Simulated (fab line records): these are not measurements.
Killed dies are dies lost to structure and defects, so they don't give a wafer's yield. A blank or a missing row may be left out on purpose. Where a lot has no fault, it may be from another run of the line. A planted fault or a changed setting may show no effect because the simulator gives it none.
fab line records | flow nand-harc
record: lots: 6 wafers: 18 last-day: 32
route steps=1302 shown P_GATE@127 END@1302
lots that met no fault: taken from a fault-free run of the same line
start-h: the number of hours between the record's first day and the start of the first shown wafer of the lot | wait-h: time in hours since the lot's previous step | " unchanged from the row above | L1.1+2: a row that stands for several wafers | - no value, or no start was given | * or withheld: withheld | < > ~ a bound
route shown NAME@n: names a module that has steps shown in the file, with the first one's number in the route | usual: average and standard deviation across the fault-free wafers | same: alike in all rows | chamber/n: place in a boat | sites: readings site by site | _std_site: standard deviation across them | _edge_site: outer sites' mean less inner sites' | radius-mm: for every site, how far away it sits from the centre of the wafer | mask NAME#n: copy n | behind: the most recent tool/chamber to have shaped the wafer | hold: the reason the lot was held/the length of the hold in hours/how it ended | device: which transistor (n, p or np) failed to switch | end of line: the same wafers' tests at the end of the route | for a step that has no rows: nothing shown but its recipe | killed: not the wafer's yield, but the dies lost to structure and defects at the first sort | map: a wafer's dies, marking killed ones x, the rest . and places with no die _
set.NAME: the setting that was run; set.NAME@STEP: the one run at that earlier step | model.NAME: the simulator's own value behind a step, which no gauge read
lots at selected steps of the route; one table per step, one row per wafer
services: a tool's chamber out of use, with start hour (start-h, from the record's first day; less than 0 if before it), hours out, and reason
== steps ==
step: NHARC_P_GATE_PRECLEAN_71
recipe: time-s: * temp-c: 50 bath-age-min: 0 chemistry: SC1
step: NHARC_P_GATE_SRD_72
step: NHARC_P_GATE_OXIDE_16
recipe: target-thk-a: 30 temp-c: 875 ox-time-s: 392 material: SiO2
step: NHARC_P_GATE_CVD_17
recipe: target-thk-a: 1500 temp-c: 620 time-s: 900 material: poly-Si
step: NHARC_P_GATE_HM_DEP_102
recipe: target-thk-a: 1200 temp-c: 400 material: aC
usual: throttle-valve-pct: 35.000/0.0099
columns lot.wafer tool chamber start-h wait-h throttle-valve-pct
L802.2 acl-dep-01 0 132.60 0.5 35.003
L802.4 " 0 " " 34.995
L802.6 " 0 " " 34.992
L806.3 acl-dep-02 0 175.80 5.1 35.016
L806.5 " 0 " " 35.009
L806.6 " 0 " " 34.989
L813.2 acl-dep-03 0 247.25 1.4 35.009
L813.3 " 0 " " 35.007
L813.4 " 0 " " 34.991
L814.1 acl-dep-03 0 255.02 1.3 34.986
L814.2 " 0 " " 35.001
L814.4 " 0 " " 34.994
L816.1 acl-dep-03 0 269.47 2.6 35.006
L816.2 " 0 " " 34.988
L816.3 " 0 " " 34.993
L815.1 acl-dep-01 0 269.67 2.8 35.010
L815.5 " 0 " " 35.001
L815.6 " 0 " " 35.009
step: NHARC_P_GATE_DEP_103
recipe: target-thk-a: 300 target-thk-nm: 30 temp-c: 400 flow-sccm: 200 rf-w: 350 material: SiON
usual: heater-power-w: 755/64
columns lot.wafer tool chamber start-h wait-h heater-power-w
L802.2 pecvd-02 0 133.15 0.4 875
L802.6 " 1 " " 686
L802.4 " 2 " " 810
L806.3 pecvd-02 1 176.31 0.4 704
L806.6 " 0 " " 825
L806.5 " 1 " " 700
L813.2 pecvd-02 2 248.35 1.0 847
L813.3 " 1 " " 768
L813.4 " 0 " " 802
L814.2 pecvd-02 0 255.71 0.5 762
L814.1 " 1 " " 760
L814.4 " 1 " " 760
L816.1 pecvd-01 1 270.17 0.6 707
L816.3 " 2 " " 688
L816.2 " 0 " " 854
L815.1 pecvd-02 0 270.40 0.6 709
L815.5 " 2 " " 788
L815.6 " 0 " " 693
step: NHARC_P_GATE_DEHYDRATE_18
recipe: temp-c: 150 time-s: 120
step: NHARC_P_GATE_HMDS_19
recipe: time-s: 30
step: NHARC_P_GATE_COAT_20
recipe: spin-rpm: 1500 resist-thk-nm: 90
step: NHARC_P_GATE_SOFTBAKE_21
recipe: temp-c: 105 time-s: 55
step: NHARC_P_GATE_EBR_22
step: NHARC_P_GATE_EXPOSE_23
recipe: na: 1.35 target-cd-nm: 120 dose-mj: 93.91 mask-id: P_GATE
step: NHARC_P_GATE_PEB_24
recipe: peb-temp-c: 100 peb-time-s: 65
usual: chill-plate-temp-C: 22.96/0.095 heater-power-total-W: 156.6/0.43
columns lot.wafer tool chamber start-h wait-h chill-plate-temp-C heater-power-total-W
L802.2 litho-track-06 0 133.75 0.1 22.99 156.5
L802.4 " 0 " " 22.88 157.2
L802.6 " 0 " " 23.09 157.2
L806.3 litho-track-01 0 176.85 0.0 22.92 156.9
L806.5 " 0 " " 22.84 156.0
L806.6 " 0 " " 22.93 156.4
L813.2 litho-track-01 0 248.97 0.1 22.95 437.3
L813.3 " 0 " " 22.92 436.8
L813.4 " 0 " " 22.90 437.0
L814.1 litho-track-06 0 256.16 0.1 22.95 156.6
L814.2 " 0 " " 23.00 156.9
L814.4 " 0 " " 22.84 156.6
L816.1 litho-track-06 0 270.80 0.1 23.03 157.2
L816.2 " 0 " " 23.04 156.7
L816.3 " 0 " " 23.03 157.2
L815.1 litho-track-01 0 270.95 0.1 22.97 434.7
L815.5 " 0 " " 22.98 435.7
L815.6 " 0 " " 23.04 436.9
step: NHARC_P_GATE_DEVELOP_25
recipe: develop-time-s: 35 dev-temp-c: 23
step: NHARC_P_GATE_CD_MEAS_26
recipe: target-cd-nm: 120 landing-energy-ev: 500
usual: cd-nm: 119.5/0.79
columns lot.wafer tool chamber start-h wait-h cd-nm
L802.2 cd-sem-01 0 133.83 - 118.6
L802.4 " 0 " " 119.0
L802.6 " 0 " " 119.8
L806.3 cd-sem-02 0 176.93 - 119.5
L806.5 " 0 " " 119.6
L806.6 " 0 " " 120.2
L813.2 cd-sem-03 0 249.05 - 222.0
L813.3 " 0 " " 223.1
L813.4 " 0 " " 222.8
L814.1 cd-sem-02 0 256.24 - 118.8
L814.2 " 0 " " 120.3
L814.4 " 0 " " 119.0
L816.1 cd-sem-03 0 270.88 - 118.8
L816.2 " 0 " " 119.3
L816.3 " 0 " " 119.1
L815.1 cd-sem-01 0 271.03 - 223.3
L815.5 " 0 " " 222.4
L815.6 " 0 " " 222.7
step: NHARC_P_GATE_OVL_MEAS_27
usual: overlay-x-nm: 0.1/0.67 overlay-y-nm: -0.1/0.92
columns lot.wafer tool chamber start-h wait-h overlay-x-nm overlay-y-nm
L802.2 overlay-02 - 133.92 - 0.2 0.5
L802.4 " - " " 0.3 0.2
L802.6 " - " " -0.2 0.3
L806.3 overlay-01 - 177.02 - -0.4 -1.0
L806.5 " - " " -0.4 -0.6
L806.6 " - " " -0.3 -0.6
L813.2 overlay-02 - 249.14 - 1.5 0.7
L813.3 " - " " 2.0 -0.2
L813.4 " - " " 1.2 0.7
L814.1 overlay-02 - 256.33 - -0.4 0.4
L814.2 " - " " 0.5 0.8
L814.4 " - " " -0.5 1.0
L816.1 overlay-01 - 270.96 - 1.5 -2.3
L816.2 " - " " 0.5 -2.3
L816.3 " - " " 1.2 -2.3
L815.1 overlay-02 - 271.12 - -0.3 0.6
L815.5 " - " " 0.0 0.4
L815.6 " - " " -0.1 0.3
step: NHARC_P_GATE_INSPECT_28
usual: raw-defect-count: 6/3.1
columns lot.wafer tool chamber start-h wait-h raw-defect-count
L802.2 defect-inspect-02 - 133.96 0.0 4
L802.4 " - " " 1
L802.6 " - " " 5
L806.3 defect-inspect-01 - 177.05 0.0 2
L806.5 " - " " 10
L806.6 " - " " 10
L813.2 defect-inspect-01 - 249.17 0.0 3
L813.3 " - " " 11
L813.4 " - " " 9
L814.1 defect-inspect-02 - 256.36 0.0 7
L814.2 " - " " 6
L814.4 " - " " 10
L816.1 defect-inspect-01 - 271.00 0.0 2
L816.2 " - " " 4
L816.3 " - " " 7
L815.1 defect-inspect-02 - 271.15 0.0 9
L815.5 " - " " 9
L815.6 " - " " 7
step: NHARC_P_GATE_DESCUM_31
recipe: time-s: 3 o2-flow-sccm: 200 ar-flow-sccm: 0 bias-power-w: 0 chemistry: O2
usual: drypump-motor-current-A: 5.7/0.41 oes-product-au: 0.998/0.011 rf-vpp-V: 57.8/0.79 showerhead-plenum-p-Torr: 1.94/0.061 throttle-valve-pct: 11.312/0.0089
columns lot.wafer tool chamber start-h wait-h drypump-motor-current-A oes-product-au rf-hours-counter-h rf-vpp-V showerhead-plenum-p-Torr throttle-valve-pct model.P_GATE.cd-nm
L802.4 rie-diel-05 3 134.02 0.1 5.8 0.979 4.6 57.3 1.96 11.311 118.4
L802.2 " 0 " " 6.2 0.995 5.6 57.2 1.86 11.327 118.6
L802.6 " 0 " " 6.2 0.998 - 57.4 1.86 11.304 119.3
L806.3 rie-diel-03 1 177.14 0.1 5.2 1.014 4.5 57.7 2.04 11.304 119.9
L806.5 " 2 " " 5.2 1.015 - 57.3 1.94 11.300 119.5
L806.6 " 3 " " 5.5 1.010 - 57.4 1.89 11.319 120.2
L813.4 rie-diel-05 3 249.24 0.1 5.7 0.999 1.3 57.2 1.95 11.299 222.9
L813.3 " 0 " " 6.2 1.004 0.5 56.8 1.86 11.313 223.5
L813.2 " 2 " " 5.8 0.992 1.4 57.3 1.99 11.328 222.9
L814.4 rie-diel-03 2 256.42 0.1 5.2 1.006 8.9 57.1 1.94 11.312 118.7
L814.1 " 3 " " 5.5 1.004 8.5 58.0 1.89 11.322 118.7
L814.2 " 0 " " 5.4 0.989 8.6 57.4 1.99 11.298 118.9
L816.2 rie-diel-10 3 271.07 0.1 6.2 0.994 2.9 58.0 1.93 11.327 118.8
L816.1 " 0 " " 6.6 1.003 3.2 57.1 1.88 11.301 118.6
L816.3 " 1 " " 6.4 1.003 2.9 57.8 1.99 11.321 119.3
L815.1 rie-diel-03 3 271.22 0.1 5.5 0.991 0.1 58.7 1.89 11.312 223.2
L815.5 " 2 " " 5.2 0.986 - 57.8 1.94 11.310 222.1
L815.6 " 3 " " 5.5 0.999 - 58.0 1.89 11.309 222.8
step: NHARC_P_GATE_ETCH_104
recipe: target-depth-a: 600 time-s: withheld cf4-flow-sccm: 100 chf3-flow-sccm: 30 ar-flow-sccm: 0 rf-w: 500 bias-w: 200 chemistry: CF4/CHF3
usual: bias-w: 199.9/0.59 drypump-motor-current-A: 5.7/0.42 oes-product-au: 0.955/0.022 rf-vpp-V: 371.4/1.7 showerhead-plenum-p-Torr: 1.60/0.046 throttle-valve-pct: 16.801/0.0093
columns lot.wafer tool chamber start-h wait-h bias-w drypump-motor-current-A oes-product-au rf-vpp-V showerhead-plenum-p-Torr throttle-valve-pct
L802.4 rie-diel-05 1 134.10 0.1 200.8 5.8 0.974 373.7 1.63 16.806
L802.2 " 2 " " 200.8 5.8 0.990 371.3 1.64 16.824
L802.6 " 1 " " 199.4 5.8 0.984 373.0 1.63 16.808
L806.3 rie-diel-03 0 177.20 0.1 199.3 5.3 0.957 374.0 1.64 16.790
L806.6 " 3 " " 200.0 5.5 0.956 369.4 1.55 16.800
L806.5 " 0 " " 200.4 5.3 0.953 371.9 1.64 16.798
L813.3 rie-diel-05 0 249.33 0.1 200.3 6.2 0.922 368.6 1.53 16.808
L813.4 " 1 " " 199.0 5.8 0.922 372.2 1.63 16.803
L813.2 " 3 " " 199.5 5.7 0.922 370.9 1.61 16.795
L814.2 rie-diel-03 0 256.51 0.1 199.8 5.4 0.912 372.4 1.64 16.786
L814.1 " 2 " " 200.4 5.2 0.920 372.0 1.60 16.801
L814.4 " 3 " " 201.3 5.5 0.922 370.8 1.55 16.799
L816.2 rie-diel-10 0 271.15 0.1 199.6 6.6 0.964 369.6 1.55 16.795
L816.3 " 1 " " 200.4 6.4 0.982 372.2 1.63 16.810
L816.1 " 2 " " 199.2 5.3 0.956 367.4 1.50 16.810
L815.1 rie-diel-03 0 271.31 0.1 199.4 5.3 0.966 371.5 1.64 16.792
L815.5 " 1 " " 199.9 5.2 0.974 374.2 1.67 16.799
L815.6 " 2 " " 200.2 5.2 0.959 371.6 1.60 16.798
step: NHARC_P_GATE_HM_OPEN_105
recipe: target-depth-a: 3600 o2-flow-sccm: 400 cos-flow-sccm: 20 ar-flow-sccm: 0 rf-w: 500 bias-w: 300 chemistry: O2/COS
usual: bias-w: 300.0/0.9 drypump-motor-current-A: 5.7/0.41 oes-product-au: 0.996/0.011 rf-vpp-V: 468.3/2.2 showerhead-plenum-p-Torr: 3.17/0.094 throttle-valve-pct: 28.330/0.0084
columns lot.wafer tool chamber start-h wait-h bias-w drypump-motor-current-A oes-product-au rf-hours-counter-h rf-vpp-V showerhead-plenum-p-Torr throttle-valve-pct
L802.2 rie-diel-05 0 - - 301.3 6.2 0.991 5.6 465.8 3.04 28.325
L802.4 " 1 " " 300.5 5.8 1.010 4.6 470.1 3.23 28.334
L802.6 " 2 " " 299.4 5.8 1.014 - 471.0 3.24 28.338
L806.3 rie-diel-03 2 - - 299.6 5.2 1.003 5.1 468.1 3.17 28.334
L806.5 " 2 " " 299.8 5.2 0.999 - 467.5 3.17 28.339
L806.6 " 3 " " 301.1 5.5 1.003 - 466.4 3.09 28.327
L813.4 rie-diel-05 0 - - 301.0 6.2 0.990 0.5 465.6 3.04 28.331
L813.3 " 1 " " 299.5 5.8 0.999 1.4 471.0 3.22 28.330
L813.2 " 2 " " 300.8 5.8 1.001 1.4 469.3 3.24 28.323
L814.4 rie-diel-03 3 - - 297.4 5.5 0.995 8.5 465.5 3.08 28.327
L814.1 " 0 " " 299.4 5.3 0.973 8.6 469.2 3.25 28.331
L814.2 " 1 " " 300.7 5.2 1.003 8.2 470.1 3.31 28.331
L816.1 rie-diel-10 2 - - 300.2 5.3 0.992 2.4 465.3 2.98 28.334
L816.3 " 3 " " 299.2 6.2 0.993 2.9 467.2 3.14 28.327
L816.2 " 0 " " 299.5 6.5 0.993 3.3 465.5 3.08 28.331
L815.1 rie-diel-03 0 - - 299.9 5.3 0.987 0.1 470.1 3.25 28.330
L815.5 " 2 " " 300.9 5.2 0.989 - 469.0 3.17 28.334
L815.6 " 3 " " 301.5 5.5 0.993 - 465.6 3.08 28.358
step: NHARC_P_GATE_STRIP_106
recipe: o2-flow-sccm: 400 cos-flow-sccm: 20 ar-flow-sccm: 0 bias-w: 0 chemistry: O2/COS
step: NHARC_P_GATE_ETCH_114
recipe: target-depth-a: 300 overetch-a: 30 time-s: 16.5 ion-energy-ev: 100 cf4-flow-sccm: 80 o2-flow-sccm: 20 ar-flow-sccm: 0 rf-w: 300 bias-w: 100 chemistry: CF4/O2
step: NHARC_P_GATE_ETCH_32
recipe: target-depth-a: 1500 over-etch-frac: 1 over-etch-ion-energy-ev: 40 time-s: 100.1 hbr-flow-sccm: 150 cl2-flow-sccm: 50 rf-w: 400 icp-w: 400 bias-w: 100 chemistry: HBr/Cl2
usual: bias-w: 100.0/0.32 drypump-motor-current-A: 5.7/0.46 oes-product-au: 0.993/0.0093 throttle-valve-pct: 26.406/0.0084
columns lot.wafer tool chamber start-h wait-h bias-w drypump-motor-current-A oes-product-au rf-hours-counter-h throttle-valve-pct model.P_GATE.cd-nm
L802.4 rie-si-01 3 134.51 - 100.1 6.4 0.999 0.94 26.420 122.6
L802.2 " 0 " " 99.8 5.3 1.007 1.05 26.399 119.9
L802.6 " 2 " " 100.1 5.8 0.984 - 26.407 118.7
L806.3 rie-si-04 2 177.57 - 100.3 4.9 0.989 0.17 26.401 121.8
L806.6 " 2 " " 100.1 4.9 0.984 - 26.398 120.6
L806.5 " 3 " " 100.1 6.4 1.008 - 26.396 123.7
L813.4 rie-si-01 0 249.71 - 100.0 5.3 1.004 0.33 26.408 222.2
L813.3 " 2 " " 99.6 5.8 0.992 0.40 26.400 225.4
L813.2 " 3 " " 100.1 6.3 0.991 0.40 26.407 221.6
L814.4 rie-si-04 3 256.89 - 100.2 6.4 1.004 0.80 26.411 120.9
L814.2 " 0 " " 100.1 5.8 0.983 0.74 26.411 120.5
L814.1 " 1 " " 100.0 5.0 0.996 0.66 26.387 115.9
L816.2 rie-si-04 1 271.55 - 99.7 5.0 0.990 0.76 26.400 116.7
L816.1 " 2 " " 100.0 4.9 0.985 0.71 26.425 117.6
L816.3 " 3 " " 99.8 6.4 1.005 0.93 26.401 125.1
L815.1 rie-si-02 0 271.70 - 99.4 5.2 1.004 0.08 26.416 224.4
L815.5 " 2 " " 99.7 5.6 0.975 - 26.405 220.9
L815.6 " 3 " " 99.7 6.0 1.013 - 26.411 224.1
step: NHARC_P_GATE_STRIP_108
recipe: o2-flow-sccm: 500 ar-flow-sccm: 0 bias-w: 0 chemistry: O2
usual: drypump-motor-current-A: 5.8/0.5 oes-product-au: 1.000/0.01 rf-vpp-V: 57.9/0.81 showerhead-plenum-p-Torr: 3.56/0.11 throttle-valve-pct: 17.037/0.0095
same: bias-w: 0
columns lot.wafer tool chamber start-h wait-h drypump-motor-current-A oes-product-au rf-hours-counter-h rf-vpp-V showerhead-plenum-p-Torr throttle-valve-pct
L802.4 rie-diel-10 0 134.64 - 6.6 1.008 4.7 57.1 3.48 17.040
L802.2 " 3 " " 6.2 0.998 4.3 57.4 3.56 17.054
L802.6 " 0 " " 6.6 1.013 - 57.1 3.48 17.026
L806.3 rie-diel-10 3 177.75 - 6.2 0.989 5.5 57.0 3.56 17.038
L806.6 " 2 " " 5.3 1.002 - 56.6 3.38 17.034
L806.5 " 3 " " 6.2 0.994 - 58.0 3.56 17.031
L813.3 rie-diel-03 2 249.87 - 5.2 1.008 8.8 57.3 3.58 17.035
L813.4 " 0 " " 5.3 0.978 8.5 56.9 3.67 17.036
L813.2 " 1 " " 5.2 1.010 8.1 58.7 3.74 17.051
L814.4 rie-diel-05 0 257.06 - 6.2 0.995 0.7 57.6 3.43 17.030
L814.1 " 2 " " 5.8 0.992 1.5 57.0 3.66 17.030
L814.2 " 3 " " 5.8 0.991 1.4 59.1 3.60 17.044
L816.2 rie-diel-10 0 271.69 - 6.6 0.997 3.3 58.2 3.48 17.037
L816.1 " 1 " " 6.4 0.999 3.0 58.2 3.66 17.028
L816.3 " 2 " " 5.3 1.000 2.5 57.6 3.37 17.054
L815.1 rie-diel-03 0 271.88 - 5.4 0.994 0.2 57.5 3.67 17.038
L815.5 " 1 " " 5.2 0.993 - 59.6 3.74 17.044
L815.6 " 2 " " 5.2 0.983 - 57.6 3.58 17.018
step: NHARC_END_SORT_01
recipe: temp-c: 25
usual: killed-at-array: 62/18 killed-at-other: 0.9/1.2 killed-at-periphery: 4.2/2.9 killed-dies: 67/17 killed-open: 3.6/1.9 killed-short: 2.5/1.6
same: gross-dies: 677
columns lot.wafer tool chamber start-h wait-h killed-at-array killed-at-other killed-at-periphery killed-dies killed-open killed-short
L802.2 prober-01 0 610.41 2.8 72 1 2 75 3 3
L802.4 prober-01 0 612.01 3.4 75 0 1 76 5 1
L802.6 prober-01 0 613.61 4.0 78 0 2 80 4 2
L806.3 prober-02 0 649.16 3.1 61 0 3 64 4 1
L806.5 prober-02 0 650.75 3.7 78 0 2 80 4 1
L806.6 prober-02 0 651.54 4.0 66 0 0 66 3 2
L814.2 prober-02 0 710.76 2.8 52 5 8 65 1 1
L814.4 prober-02 0 712.38 3.4 49 4 12 65 5 2
L813.2 prober-01 0 710.72 2.8 83 2 592 677 5 3
L813.3 prober-01 0 711.51 3.1 68 0 609 677 0 4
L813.4 prober-01 0 712.29 3.3 69 2 606 677 1 0
L815.1 prober-02 0 753.92 2.5 37 1 639 677 5 0
L815.5 prober-02 0 757.15 3.7 41 1 635 677 3 3
L815.6 prober-02 0 757.96 4.0 29 2 646 677 2 5
killed by level:class
L802.2 A_CHANNEL_HOLE_D1:chamber-film-flake=39 A_SLIT:chamber-film-flake=20 A_CHANNEL_HOLE_D2:chamber-film-flake=5 A_WL_FILL:chamber-film-flake=2 P_CONTACT:geometric-particle:open=1 P_M0:geometric-particle:short=1 A_ONON_D2:geometric-particle:short=1 A_CHANNEL_FILL_D2:geometric-particle:open=1
L802.4 A_SLIT:chamber-film-flake=31 A_CHANNEL_HOLE_D1:chamber-film-flake=24 A_CHANNEL_HOLE_D2:chamber-film-flake=12 A_ONON_D2:geometric-particle:open=3 P_M1:geometric-particle:open=1 A_CHANNEL_FILL_D1:geometric-particle:short=1 A_BLC:geometric-particle:open=1 A_CHANNEL_FILL_D1:chamber-film-flake=1
L802.6 A_CHANNEL_HOLE_D1:chamber-film-flake=34 A_SLIT:chamber-film-flake=29 A_CHANNEL_HOLE_D2:chamber-film-flake=7 A_CONTACT:chamber-film-flake=3 P_CONTACT:geometric-particle:open=1 A_ONON_D1:geometric-particle:open=1 A_ONON_D1:geometric-particle:short=1 A_CHANNEL_HOLE_D1:geometric-particle:short=1
L806.3 A_CHANNEL_HOLE_D1:chamber-film-flake=24 A_SLIT:chamber-film-flake=24 A_SGD_CUT:chamber-film-flake=4 A_CONTACT:chamber-film-flake=4 P_GATE:geometric-particle:open=1 P_CONTACT:geometric-particle:open=1 A_DECK1_JOINT:geometric-particle:open=1 A_M0:geometric-particle:short=1
L806.5 A_SLIT:chamber-film-flake=34 A_CHANNEL_HOLE_D1:chamber-film-flake=26 A_SGD_CUT:chamber-film-flake=5 A_STAIRCASE:chamber-film-flake=4 A_CONTACT:chamber-film-flake=4 A_CHANNEL_FILL_D1:geometric-particle:open=1 A_CHANNEL_FILL_D2:geometric-particle:open=1 A_WL_FILL:geometric-particle:short=1
L806.6 A_CHANNEL_HOLE_D1:chamber-film-flake=30 A_SLIT:chamber-film-flake=24 A_STAIRCASE:chamber-film-flake=2 A_CONTACT:chamber-film-flake=2 A_CHANNEL_FILL_D1:geometric-particle:open=1 A_DECK1_JOINT:geometric-particle:open=1 A_ONON_D2:geometric-particle:short=1 A_STAIRCASE:geometric-particle:short=1
L813.2 P_GATE:area-peb=587 A_CHANNEL_HOLE_D1:chamber-film-flake=36 A_CHANNEL_HOLE_D2:chamber-film-flake=24 A_BONDPAD:chamber-film-flake=7 A_SLIT:chamber-film-flake=4 A_CONTACT:chamber-film-flake=3 P_ZERO_WELL:chamber-film-flake=2 P_GATE:chamber-film-flake=2
L814.2 A_SLIT:chamber-film-flake=25 A_CHANNEL_HOLE_D1:chamber-film-flake=12 A_STAIRCASE:chamber-film-flake=9 P_BONDPAD:chamber-film-flake=5 THIN_TSV:chamber-film-flake=5 A_CONTACT:chamber-film-flake=4 P_GATE:chamber-film-flake=2 P_M2:geometric-particle:open=1
L813.3 P_GATE:area-peb=607 A_CHANNEL_HOLE_D1:chamber-film-flake=23 A_CHANNEL_HOLE_D2:chamber-film-flake=23 A_CONTACT:chamber-film-flake=6 A_BONDPAD:chamber-film-flake=4 A_CHANNEL_FILL_D2:chamber-film-flake=3 A_STAIRCASE:chamber-film-flake=3 P_ZERO_WELL:chamber-film-flake=2
L813.4 P_GATE:area-peb=605 A_CHANNEL_HOLE_D1:chamber-film-flake=28 A_CHANNEL_HOLE_D2:chamber-film-flake=27 A_BONDPAD:chamber-film-flake=5 A_CONTACT:chamber-film-flake=4 THIN_TSV:chamber-film-flake=2 A_STAIRCASE:chamber-film-flake=2 A_SLIT:chamber-film-flake=2
L814.4 A_SLIT:chamber-film-flake=28 A_CHANNEL_HOLE_D1:chamber-film-flake=8 A_STAIRCASE:chamber-film-flake=6 P_BONDPAD:chamber-film-flake=6 A_CONTACT:chamber-film-flake=4 P_GATE:chamber-film-flake=3 THIN_TSV:chamber-film-flake=3 P_STI:geometric-particle:open=1
L815.1 P_GATE:area-peb=631 A_CHANNEL_HOLE_D1:chamber-film-flake=16 A_SLIT:chamber-film-flake=6 A_STAIRCASE:chamber-film-flake=5 P_STI:chamber-film-flake=3 A_CHANNEL_HOLE_D2:chamber-film-flake=3 A_CHANNEL_FILL_D2:geometric-particle:open=2 P_CONTACT:chamber-film-flake=2
L815.5 P_GATE:area-peb=627 A_CHANNEL_HOLE_D1:chamber-film-flake=20 A_SLIT:chamber-film-flake=8 P_GATE:chamber-film-flake=3 A_STAIRCASE:chamber-film-flake=3 A_CONTACT:chamber-film-flake=3 P_ZERO_WELL:chamber-film-flake=2 A_CHANNEL_HOLE_D2:chamber-film-flake=2
L815.6 P_GATE:area-peb=633 A_CHANNEL_HOLE_D1:chamber-film-flake=11 A_SLIT:chamber-film-flake=9 P_ZERO_WELL:chamber-film-flake=4 P_GATE:chamber-film-flake=3 P_CONTACT:chamber-film-flake=2 A_CHANNEL_FILL_D1:chamber-film-flake=2 A_CHANNEL_HOLE_D2:chamber-film-flake=2
map L813.2 (x killed, . not)
____________x____________
_________xxxxxxx_________
_______xxxxxxxxxxx_______
______xxxxxxxxxxxxx______
_____xxxxxxxxxxxxxxx_____
____xxxxxxxxxxxxxxxxx____
____xxxxxxxxxxxxxxxxx____
___xxxxxxxxxxxxxxxxxxx___
___xxxxxxxxxxxxxxxxxxx___
__xxxxxxxxxxxxxxxxxxxxx__
__xxxxxxxxxxxxxxxxxxxxx__
_xxxxxxxxxxxxxxxxxxxxxxx_
_xxxxxxxxxxxxxxxxxxxxxxx_
_xxxxxxxxxxxxxxxxxxxxxxx_
_xxxxxxxxxxxxxxxxxxxxxxx_
_xxxxxxxxxxxxxxxxxxxxxxx_
xxxxxxxxxxxxxxxxxxxxxxxxx
xxxxxxxxxxxxxxxxxxxxxxxxx
xxxxxxxxxxxxxxxxxxxxxxxxx
xxxxxxxxxxxxxxxxxxxxxxxxx
xxxxxxxxxxxxxxxxxxxxxxxxx
_xxxxxxxxxxxxxxxxxxxxxxx_
_xxxxxxxxxxxxxxxxxxxxxxx_
_xxxxxxxxxxxxxxxxxxxxxxx_
_xxxxxxxxxxxxxxxxxxxxxxx_
_xxxxxxxxxxxxxxxxxxxxxxx_
__xxxxxxxxxxxxxxxxxxxxx__
__xxxxxxxxxxxxxxxxxxxxx__
___xxxxxxxxxxxxxxxxxxx___
___xxxxxxxxxxxxxxxxxxx___
____xxxxxxxxxxxxxxxxx____
____xxxxxxxxxxxxxxxxx____
_____xxxxxxxxxxxxxxx_____
______xxxxxxxxxxxxx______
_______xxxxxxxxxxx_______
_________xxxxxxx_________
____________x____________
map L815.1 (x killed, . not)
____________x____________
_________xxxxxxx_________
_______xxxxxxxxxxx_______
______xxxxxxxxxxxxx______
_____xxxxxxxxxxxxxxx_____
____xxxxxxxxxxxxxxxxx____
____xxxxxxxxxxxxxxxxx____
___xxxxxxxxxxxxxxxxxxx___
___xxxxxxxxxxxxxxxxxxx___
__xxxxxxxxxxxxxxxxxxxxx__
__xxxxxxxxxxxxxxxxxxxxx__
_xxxxxxxxxxxxxxxxxxxxxxx_
_xxxxxxxxxxxxxxxxxxxxxxx_
_xxxxxxxxxxxxxxxxxxxxxxx_
_xxxxxxxxxxxxxxxxxxxxxxx_
_xxxxxxxxxxxxxxxxxxxxxxx_
xxxxxxxxxxxxxxxxxxxxxxxxx
xxxxxxxxxxxxxxxxxxxxxxxxx
xxxxxxxxxxxxxxxxxxxxxxxxx
xxxxxxxxxxxxxxxxxxxxxxxxx
xxxxxxxxxxxxxxxxxxxxxxxxx
_xxxxxxxxxxxxxxxxxxxxxxx_
_xxxxxxxxxxxxxxxxxxxxxxx_
_xxxxxxxxxxxxxxxxxxxxxxx_
_xxxxxxxxxxxxxxxxxxxxxxx_
_xxxxxxxxxxxxxxxxxxxxxxx_
__xxxxxxxxxxxxxxxxxxxxx__
__xxxxxxxxxxxxxxxxxxxxx__
___xxxxxxxxxxxxxxxxxxx___
___xxxxxxxxxxxxxxxxxxx___
____xxxxxxxxxxxxxxxxx____
____xxxxxxxxxxxxxxxxx____
_____xxxxxxxxxxxxxxx_____
______xxxxxxxxxxxxx______
_______xxxxxxxxxxx_______
_________xxxxxxx_________
____________x____________
== services ==
columns tool chamber start-h hours kind
rie-diel-03 1 125.18 2.7 repair
litho-track-01 - 131.00 7.0 pm
rie-si-04 - 141.00 9.0 pm
pecvd-01 - 151.61 0.8 repair
rie-si-02 - 153.58 0.1 repair
litho-track-06 - 155.00 7.0 pm
pecvd-02 0 165.12 6.7 repair
acl-dep-01 - 168.33 13.0 pm
rie-si-01 - 169.00 9.0 pm
rie-diel-03 0 181.70 4.5 repair
pecvd-02 - 191.87 0.7 repair
pecvd-02 - 203.37 13.0 pm
rie-diel-05 - 205.60 9.0 pm
rie-si-04 - 208.22 0.2 repair
acl-dep-02 - 217.95 13.0 pm
rie-diel-10 - 218.50 9.0 pm
rie-diel-05 0 233.95 4.3 repair
rie-si-02 - 235.00 2.2 repair
rie-diel-03 - 235.25 2.3 repair
rie-diel-10 - 244.40 0.1 repair
rie-si-04 - 244.95 0.5 repair
rie-diel-03 - 257.30 9.0 pm
rie-diel-10 0 263.17 4.4 repair
rie-si-01 1 265.51 2.0 repair
== key ==
first-sign: step: NHARC_P_GATE_PEB_24 reading: heater-power-total-W direction: up sigmas: 99+ usual: * struck: *
effect: step: NHARC_P_GATE_CD_MEAS_26 reading: cd-nm direction: up sigmas: 99+ usual: 119.5 struck: 222.7
effect: step: NHARC_END_SORT_01 reading: killed-at-periphery direction: up sigmas: 99+ usual: 4.2 struck: 621.2
model-effect: step: NHARC_P_GATE_DESCUM_31 value: P_GATE.cd-nm without: 119.3 struck: 222.9
model-effect: step: NHARC_P_GATE_ETCH_32 value: P_GATE.cd-nm without: 119.5 struck: 223.1
more-kills-born-at: NHARC_P_GATE_PEB_24@litho-track-01: 3690
met-at NHARC_P_GATE_PEB_24
struck-wafers L813.2,L813.3,L813.4,L815.1,L815.5,L815.6
later-rows-left-out L813.2,L813.3,L813.4,L815.1,L815.5,L815.6
tester-left-out L813,L815
onset-between 176.85 248.97
fault: kind: process-parameter-drift tool: litho-track-01 chamber: - onset-h: 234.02 steps: NHARC_P_GATE_PEB_24 channel: peb-time-s offset: * shape: step end-h: 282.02 acts-in: * stated: *
tester-left-out: of these lots the tester's yield and bins aren't shown, on N5 and GAA mostly nor the transistor test; their killed dies are dies lost to structure and defects alone, not to doping, threshold or leakage, so they don't give the yield
later-rows-left-out: the simulator's readings of these wafers behind a module that went badly wrong aren't trusted and aren't shown, but for the sort
